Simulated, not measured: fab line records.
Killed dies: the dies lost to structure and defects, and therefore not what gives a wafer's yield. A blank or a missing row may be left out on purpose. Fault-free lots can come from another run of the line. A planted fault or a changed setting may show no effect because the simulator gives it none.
Split-lot experiment + flow n5Finfet + 21 wafers read across 7 lots, on a route 1938 steps long

== ABOUT THE SPLIT ==
At N5_BEOL_M13_COAT_58 (time 60 s, resist thk 89 nm), the setting spinRpm was moved away from the recipe's 1500 rpm on 2 of the 21 wafers read, by -6.9% to +4.9%. This setting was run at the recipe's value on the other wafers.

== FROM THE SPLIT TO THE READING: what the file shows between them, 3 steps ==
- N5_BEOL_M13_COAT_04: resist thk 400 nm
- N5_BEOL_M13_EBR_06
- N5_BEOL_M13_DESCUM_15: chemistry O2, time 7.9 s

== THE READING ==
etch.depthNm (the simulator's own value, which no gauge read), in nm, at N5_BEOL_M13_ETCH_59 (etches BARC in N2/H2, target depth 89 nm, overetch 26.7 nm, time 67.9 s). The file gives no usual value for it. Average 89.20 nm, standard deviation 0.23 nm, over the 19 wafers here run with the recipe.

| wafer  | tool, chamber at the split | spinRpm as run, rpm | against the recipe | etch.depthNm, nm | against lot-mates on the recipe |
|--------|----------------------------|---------------------|--------------------|------------------|---------------------------------|
| L074.2 | lithoTrack-01, 0           | 1500                | recipe             | 89.45            | -                               |
| L074.3 | lithoTrack-01, 0           | 1500                | recipe             | 89.22            | -                               |
| L074.4 | lithoTrack-01, 0           | 1500                | recipe             | 89.3             | -                               |
| L076.1 | lithoTrack-04, 0           | 1397                | -6.9%              | 92.5             | +3.31                           |
| L076.3 | lithoTrack-04, 0           | 1500                | recipe             | 89.32            | -                               |
| L076.6 | lithoTrack-04, 0           | 1500                | recipe             | 89.05            | -                               |
| L082.1 | lithoTrack-04, 0           | 1500                | recipe             | 89.15            | -                               |
| L082.4 | lithoTrack-04, 0           | 1500                | recipe             | 89.31            | -                               |
| L082.5 | lithoTrack-04, 0           | 1500                | recipe             | 89.18            | -                               |
| L086.2 | lithoTrack-05, 0           | 1500                | recipe             | 88.94            | -                               |
| L086.5 | lithoTrack-05, 0           | 1500                | recipe             | 89.05            | -                               |
| L086.6 | lithoTrack-05, 0           | 1500                | recipe             | 89.27            | -                               |
| L095.2 | lithoTrack-01, 0           | 1500                | recipe             | 89.36            | -                               |
| L095.4 | lithoTrack-01, 0           | 1500                | recipe             | 89.5             | -                               |
| L095.5 | lithoTrack-01, 0           | 1500                | recipe             | 89.83            | -                               |
| L094.2 | lithoTrack-01, 0           | 1500                | recipe             | 88.94            | -                               |
| L094.3 | lithoTrack-01, 0           | 1500                | recipe             | 88.94            | -                               |
| L094.4 | lithoTrack-01, 0           | 1573                | +4.9%              | 87.16            | -1.78                           |
| L097.1 | lithoTrack-05, 0           | 1500                | recipe             | 88.98            | -                               |
| L097.3 | lithoTrack-05, 0           | 1500                | recipe             | 88.91            | -                               |
| L097.6 | lithoTrack-05, 0           | 1500                | recipe             | 89.04            | -                               |

FIT RESULTS
A straight line over all 21 wafers: etch.depthNm changes by -0.46 nm for each +1% of spinRpm; r = -0.97; the points scatter about the line by 0.24 nm.
The same after taking each lot's own level away (the mean of its wafers on the recipe; 21 wafers): -0.443 nm for each +1%; r = -0.98; scatter 0.15 nm.
That fit puts the effect of the largest move of spinRpm on the reading at 3 nm.
Across the lots, their own levels run from 88.940 to 89.563 nm, a range of 2.7 times the standard deviation given above.
The two slopes agree, so the slope changes little with the lot-to-lot level.
Check: +2.51 nm against its lot-mates is what the line predicts for one of the wafers moved furthest among these (-6.9%) when that wafer is left out of the fit. Against them it came out at +3.31 nm.

== THE OTHER SPLITS THESE WAFERS WENT THROUGH ==
Before the reading, these wafers also passed through other splits. Each is held against what the fit with the lots' levels taken away leaves over:
| other split on the same wafers  | wafers away from the commonest value | r with etch.depthNm (lot level and that fit taken away) |
|---------------------------------|--------------------------------------|---------------------------------------------------------|
| N5_BEOL_M11_ILD_DEP_00 timeS    | 4                                    | +0.32                                                   |
| N5_BEOL_M12_COAT_04 spinRpm     | 6                                    | +0.06                                                   |
| N5_BEOL_M12_ETCH_59 h2FlowSccm  | 9                                    | +0.20                                                   |
| N5_BEOL_M12_CMP_49 downForcePsi | 9                                    | +0.00                                                   |

== THE WHOLE CHAIN: every reading that the file lists as answering this split, in the file's order ==
| step                 | what it does                                                            | reading                                                                         | change (the file's fit)               | r (the file's) |
|----------------------|-------------------------------------------------------------------------|---------------------------------------------------------------------------------|---------------------------------------|----------------|
| N5_BEOL_M13_COAT_58  | time 60 s, resist thk 89 nm                                             | BARC_of_BEOL_M13_COAT_58.thkNm (the simulator's own value, which no gauge read) | -0.434 nm for each +1% of the setting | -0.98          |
| N5_BEOL_M13_ETCH_59  | etches BARC in N2/H2, target depth 89 nm, overetch 26.7 nm, time 67.9 s | etch.depthNm (the simulator's own value, which no gauge read)                   | -0.444 nm for each +1% of the setting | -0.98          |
| N5_BEOL_M13_STRIP_64 | strips in N2/H2                                                         | stripTimeToEndpointS                                                            | withheld for each +1% of the setting  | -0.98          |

== THE FILE'S OWN FIT ==
etch.depthNm changes by -0.444 nm for each +1% of spinRpm, r = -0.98.
